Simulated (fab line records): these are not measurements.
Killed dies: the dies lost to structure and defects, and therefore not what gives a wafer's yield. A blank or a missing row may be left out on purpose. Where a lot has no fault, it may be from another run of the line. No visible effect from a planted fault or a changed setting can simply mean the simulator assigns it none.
Which of the tools did it?    flow nandHarc    72 wafers from 24 lots sampled at 5 of the route's 1159 steps

== WHAT THE GAUGES READ, wafer by wafer ==
NHARC_A_BLC_INSPECT_28. Usual: rawDefectCount 463, standard deviation 120.
lot   measured      on                rawDefectCount  flag
L074  day 18 06:41  defectInspect-02  550 411 467     
L077  day 18 14:29  defectInspect-01  473 428 454     
L076  day 18 14:55  defectInspect-01  488 420 521     
L075  day 18 19:46  defectInspect-02  316 562 629     
L079  day 19 06:35  defectInspect-01  579 736 698     
L078  day 19 11:52  defectInspect-01  327 460 323     
L081  day 19 12:18  defectInspect-02  441 359 471     
L080  day 20 01:16  defectInspect-01  260 360 586     
L082  day 20 06:25  defectInspect-02  253 400 355     
L084  day 20 09:59  defectInspect-01  293 500 334     
L083  day 20 12:33  defectInspect-02  402 430 418     
L085  day 20 12:59  defectInspect-02  527 381 547     
L087  day 20 15:40  defectInspect-02  679 435 659     
L089  day 20 16:50  defectInspect-01  411 605 664     
L090  day 21 14:28  defectInspect-02  346 388 370     
L086  day 22 00:22  defectInspect-01  327 394 386     
L091  day 21 19:44  defectInspect-02  538 424 828     
L088  day 22 00:25  defectInspect-02  402 347 400     
L092  day 22 01:22  defectInspect-01  511 456 454     
L093  day 22 05:32  defectInspect-01  540 586 571     
L096  day 22 16:31  defectInspect-01  505 475 358     
L094  day 22 21:41  defectInspect-01  533 545 394     
L095  day 23 05:25  defectInspect-02  944 485 767     
L097  day 23 06:37  defectInspect-01  460 562 391     

== WHAT TOOL EACH LOT RAN ON (gives the tool, then ch and the chambers of the sampled wafers, and finally the start) ==
lot   NHARC_A_CONTACT_ETCH_138            NHARC_A_CONTACT_ETCH_139            NHARC_A_CONTACT_ETCH_110           NHARC_A_CONTACT_CVD_19
L074  harCapEtch-01 ch 0,1, day 16 17:23  harCapEtch-01 ch 0,1, day 16 17:33  rieDiel-06 ch 0,1,3, day 16 18:35  cvdW-01 ch 1, day 18 06:41 or earlier
L077  harCapEtch-03 ch 0,1, day 17 19:19  harCapEtch-03 ch 0,1, day 17 19:26  rieDiel-06 ch 0,1,3, day 17 20:21  cvdW-02 ch 0,1, day 18 14:29 or earlier
L076  harCapEtch-01 ch 0,1, day 17 19:48  harCapEtch-01 ch 0,1, day 17 19:58  rieDiel-07 ch 0,3, day 17 20:48    cvdW-01 ch 0,1, day 18 14:55 or earlier
L075  harCapEtch-02 ch 0,1, day 18 03:01  harCapEtch-02 ch 0,1, day 18 03:09  rieDiel-06 ch 2,3, day 18 04:07    cvdW-01 ch 0,1, day 18 19:46 or earlier
L079  harCapEtch-03 ch 0,1, day 18 14:13  harCapEtch-03 ch 0,1, day 18 14:20  rieDiel-02 ch 0,2, day 18 15:16    cvdW-01 ch 0,1, day 19 06:35 or earlier
L078  harCapEtch-01 ch 0,1, day 18 19:29  harCapEtch-01 ch 0,1, day 18 19:38  rieDiel-07 ch 0,1, day 18 20:29    cvdW-02 ch 0,1, day 19 11:52 or earlier
L081  harCapEtch-02 ch 0,1, day 18 23:43  harCapEtch-02 ch 0,1, day 18 23:50  rieDiel-06 ch 0,1,3, day 19 00:52  cvdW-02 ch 0,1, day 19 12:18 or earlier
L080  harCapEtch-02 ch 0,1, day 19 12:50  harCapEtch-02 ch 0,1, day 19 13:00  rieDiel-06 ch 0,2,3, day 19 14:01  cvdW-01 ch 0,1, day 20 01:16 or earlier
L082  harCapEtch-02 ch 0,1, day 19 21:03  harCapEtch-02 ch 0,1, day 19 21:13  rieDiel-06 ch 0,1, day 19 22:37    cvdW-02 ch 0,1, day 20 06:25 or earlier
L084  harCapEtch-02 ch 0,1, day 20 00:02  harCapEtch-02 ch 0,1, day 20 00:10  rieDiel-02 ch 0,2,3, day 20 01:12  cvdW-02 ch 0,1, day 20 09:59 or earlier
L083  harCapEtch-03 ch 0,1, day 20 03:53  harCapEtch-03 ch 0,1, day 20 04:04  rieDiel-02 ch 2,3, day 20 05:09    cvdW-02 ch 0,1, day 20 12:33 or earlier
L085  harCapEtch-02 ch 0,1, day 20 04:22  harCapEtch-02 ch 0,1, day 20 04:30  rieDiel-06 ch 1,3, day 20 05:38    cvdW-01 ch 0,1, day 20 12:59 or earlier
L087  harCapEtch-03 ch 0,1, day 20 08:07  harCapEtch-03 ch 0,1, day 20 08:14  rieDiel-06 ch 0,1,3, day 20 09:14  cvdW-01 ch 0,1, day 20 15:40 or earlier
L089  harCapEtch-01 ch 0,1, day 20 08:44  harCapEtch-01 ch 0,1, day 20 08:53  rieDiel-07 ch 0,1, day 20 09:47    cvdW-01 ch 0,1, day 20 16:50 or earlier
L090  harCapEtch-02 ch 1, day 20 18:09    harCapEtch-02 ch 1, day 20 18:17    rieDiel-06 ch 1,3, day 20 19:11    cvdW-02 ch 0,1, day 21 14:28 or earlier
L086  harCapEtch-03 ch 1, day 20 21:25    harCapEtch-03 ch 1, day 20 21:35    rieDiel-02 ch 0,3, day 20 22:57    cvdW-02 ch 0,1, day 22 00:22 or earlier
L091  harCapEtch-01 ch 0,1, day 20 21:50  harCapEtch-01 ch 0,1, day 20 21:59  rieDiel-07 ch 0,2,3, day 20 23:08  cvdW-02 ch 0,1, day 21 19:44 or earlier
L088  harCapEtch-03 ch 1, day 20 23:51    harCapEtch-03 ch 1, day 21 00:01    rieDiel-06 ch 0,1,3, day 21 01:08  cvdW-02 ch 0,1, day 22 00:25 or earlier
L092  harCapEtch-01 ch 0,1, day 21 13:08  harCapEtch-01 ch 0,1, day 21 13:16  rieDiel-02 ch 1,3, day 21 14:14    cvdW-01 ch 0,1, day 22 01:22 or earlier
L093  harCapEtch-01 ch 0,1, day 21 20:19  harCapEtch-01 ch 0,1, day 21 20:27  rieDiel-07 ch 1,2,3, day 21 21:20  cvdW-01 ch 0,1, day 22 05:32 or earlier
L096  harCapEtch-02 ch 0,1, day 22 06:40  harCapEtch-02 ch 0,1, day 22 06:49  rieDiel-06 ch 1,2,3, day 22 08:17  cvdW-01 ch 0,1, day 22 16:31 or earlier
L094  harCapEtch-01 ch 0,1, day 22 12:13  harCapEtch-01 ch 0,1, day 22 12:20  rieDiel-07 ch 1,2,3, day 22 13:16  cvdW-02 ch 0,1, day 22 21:41 or earlier
L095  harCapEtch-01 ch 0,1, day 22 16:47  harCapEtch-01 ch 0,1, day 22 16:56  rieDiel-07 ch 2,3, day 22 17:47    cvdW-01 ch 0,1, day 23 05:25 or earlier
L097  harCapEtch-03 ch 0,1, day 22 21:19  harCapEtch-03 ch 0,1, day 22 21:27  rieDiel-07 ch 0,2,3, day 22 22:22  cvdW-01 ch 0,1, day 23 06:37 or earlier
- NHARC_A_CONTACT_ETCH_138: etches the open film in C4F8/O2/Ar, time 132 s, target depth 1289 nm.
- NHARC_A_CONTACT_ETCH_139: etches the open film in C4F8/O2/Ar, time 137 s, target depth 590 nm.
- NHARC_A_CONTACT_ETCH_110: etches the open film in CF4/O2, target depth 50 nm, overetch 5 nm, time 27.5 s.
- NHARC_A_CONTACT_CVD_19: deposits W, target thk 300 nm, time 802 s.

== WHAT THE TOOLS THEMSELVES READ (means of the sampled wafers that have a number; where no wafer has one, the mark that the record gives instead) ==
NHARC_A_CONTACT_ETCH_110. Usual: drypumpMotorCurrentA 5.9 A, standard deviation 0.35; oesProductAu 1.003 a.u., standard deviation 0.0096; rfFwdPowerW 294.4 W, standard deviation 2; rfVppV 198.0 V, standard deviation 1.3; showerheadPlenumPTorr 1.35 Torr, standard deviation 0.051; throttleValvePct 13.397 %, standard deviation 0.0089.
lot   tool        drypumpMotorCurrentA (A)  oesProductAu (a.u.)  rfFwdPowerW (W)  rfVppV (V)  showerheadPlenumPTorr (Torr)  throttleValvePct (%)  flag
L074  rieDiel-06  6.2                       0.992                294.9            199.1       1.38                          13.401                
L077  rieDiel-06  6.2                       1.004                293.9            198.7       1.38                          13.396                
L076  rieDiel-07  6.0                       1.016                294.8            197.1       1.30                          13.401                
L075  rieDiel-06  5.8                       1.013                294.1            198.7       1.38                          13.395                
L079  rieDiel-02  5.5                       0.993                294.3            197.2       1.30                          13.403                
L078  rieDiel-07  5.8                       1.002                295.5            199.0       1.39                          13.401                
L081  rieDiel-06  6.1                       1.004                293.2            199.3       1.38                          13.390                
L080  rieDiel-06  6.0                       1.002                294.4            197.6       1.34                          13.391                
L082  rieDiel-06  6.3                       0.992                292.9            197.4       1.34                          13.396                
L084  rieDiel-02  5.9                       1.000                294.0            196.6       1.30                          13.399                
L083  rieDiel-02  5.9                       1.003                292.4            197.5       1.32                          13.387                
L085  rieDiel-06  6.0                       1.004                295.2            198.0       1.41                          13.395                
L087  rieDiel-06  6.1                       0.998                293.8            198.5       1.37                          13.401                
L089  rieDiel-07  5.8                       1.007                295.2            198.6       1.38                          13.383                
L090  rieDiel-06  6.0                       1.001                293.9            199.3       1.40                          13.402                
L086  rieDiel-02  6.2                       1.002                294.7            197.8       1.31                          13.400                
L091  rieDiel-07  6.0                       1.015                295.0            197.5       1.33                          13.397                
L088  rieDiel-06  6.2                       1.000                293.6            197.6       1.37                          13.393                
L092  rieDiel-02  5.7                       1.001                292.6            197.4       1.30                          13.402                
L093  rieDiel-07  6.1                       1.009                293.3            198.0       1.34                          13.407                
L096  rieDiel-06  5.8                       1.005                296.3            198.3       1.38                          13.399                
L094  rieDiel-07  6.1                       1.006                294.1            197.8       1.34                          13.407                
L095  rieDiel-07  6.2                       1.006                293.0            198.6       1.33                          13.403                
L097  rieDiel-07  6.0                       1.013                294.3            196.8       1.33                          13.398                

NHARC_A_CONTACT_CVD_19. Usual: heaterPowerW 466 W, standard deviation 75; throttleValvePct 7.9 %, standard deviation 0.37.
lot   tool     heaterPowerW (W)  throttleValvePct (%)  flag
L074  cvdW-01  442               7.4                   
L077  cvdW-02  412               8.1                   
L076  cvdW-01  541               7.9                   
L075  cvdW-01  493               7.8                   
L079  cvdW-01  535               8.0                   
L078  cvdW-02  419               7.7                   
L081  cvdW-02  420               7.9                   
L080  cvdW-01  544               8.1                   
L082  cvdW-02  405               8.1                   
L084  cvdW-02  410               8.2                   
L083  cvdW-02  424               7.7                   
L085  cvdW-01  534               7.9                   
L087  cvdW-01  540               8.1                   
L089  cvdW-01  488               7.7                   
L090  cvdW-02  431               7.9                   
L086  cvdW-02  425               8.0                   
L091  cvdW-02  429               7.9                   
L088  cvdW-02  411               8.1                   
L092  cvdW-01  493               7.8                   
L093  cvdW-01  544               8.1                   
L096  cvdW-01  533               8.3                   
L094  cvdW-02  401               8.1                   
L095  cvdW-01  492               8.0                   
L097  cvdW-01  494               7.8                   

== THE ANSWER, worked out from the rows above alone ==
Rule: take the mean of a lot's wafers that have a number; if it is more than 3 standard deviations from the usual mean, the lot is off. A lot without any number at a reading at which 4 lots or more have one is off too. Any other lot the step has rows for is counted as sound. Order of review: gauges by route order, followed by the tools' own readings, for which a lot's mean as printed above is used. The first step at which some lot is off is used, and at that step the reading that is off furthest; a lot without a number counts as furthest.
Across all readings shown, no lot is off: no conclusion can be drawn from this.

== WHAT THE SIMULATOR PUT IN ==
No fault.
